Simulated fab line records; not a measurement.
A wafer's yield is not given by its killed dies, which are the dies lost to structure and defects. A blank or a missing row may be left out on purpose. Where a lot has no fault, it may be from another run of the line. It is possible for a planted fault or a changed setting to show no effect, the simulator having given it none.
Chamber matching -- flow nand harc -- NHARC_P_M0_CMP_23 on cmp-03 has 4 sister chambers
The step polishes, t overpolish 20 s, target thk 117.54 nm. 22 wafers are shown with their chamber, then 11 later ones without.

== WAFERS WITH THEIR CHAMBER ==
wafer,chamber,motor current A (A),time to endpoint s (s)
L075.1,1,13.0,31.9
L075.3,2,10.8,33.1
L075.6,0,11.8,29.1
L080.1,3,12.4,30.7
L080.3,0,11.5,28.8
L080.5,1,13.5,30.1
L081.3,2,10.4,28.4
L081.4,1,13.0,27.4
L081.6,0,11.7,29.3
L083.1,2,10.9,30.9
L083.2,0,11.6,28.8
L083.3,3,12.5,28.6
L084.2,0,11.6,29.5
L084.3,2,10.4,28.6
L084.6,1,12.9,27.9
L086.1,2,10.5,30.3
L086.2,1,12.5,28.5
L086.5,2,10.4,29.9
L087.1,1,12.9,29.6
L087.4,3,12.5,29.2
L087.6,1,12.6,28.0
L089.2,1,13.8,25.5

SIGNATURES (means of the wafers above)
reading,chamber 0,chamber 1,chamber 2,chamber 3,scatter within a chamber
motor current A,11.640,13.025,10.567,12.467,0.301
time to endpoint s,29.100,28.613,30.200,29.500,1.56
Rule: for a wafer and a chamber, the distance is found by dividing, reading by reading, the gap between the wafer's reading and the chamber's mean by the reading's scatter, squaring, summing and taking the root. The wafer belongs to the nearest chamber; if the next one is less than 2 further off, it can't be placed. The scatter is the square root of a quotient: the sum, over the shown wafers, of each reading's squared deviation from its chamber's mean, divided by wafers minus chambers.

== WAFERS MISSING THEIR CHAMBER ==
wafer,motor current A (A),time to endpoint s (s)
L089.3,13.3,24.5
L089.5,12.0,24.6
L091.1,10.8,28.9
L091.5,13.6,27.8
L091.6,12.0,27.6
L095.3,13.1,29.4
L095.4,12.9,31.8
L095.6,12.3,27.5
L097.1,13.1,27.5
L097.2,11.9,27.2
L097.6,13.3,26.9

== WHICH CHAMBER EACH ONE RAN IN ==
wafer,from the rows above,in truth
L089.3,can't be placed: 1 or 3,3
L089.5,can't be placed: 0 or 3 or 1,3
L091.1,can't be placed: 2 or 0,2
L091.5,can't be placed: 1 or 3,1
L091.6,can't be placed: 0 or 3 or 1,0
L095.3,can't be placed: 1 or 3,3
L095.4,can't be placed: 3 or 1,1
L095.6,can't be placed: 3 or 0 or 1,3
L097.1,can't be placed: 1 or 3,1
L097.2,can't be placed: 0 or 3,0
L097.6,can't be placed: 1 or 3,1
Placed correctly: 0 of 11. Can't be placed from these rows: 11 (the true chamber is among the candidates in 11). Placed wrongly: 0.
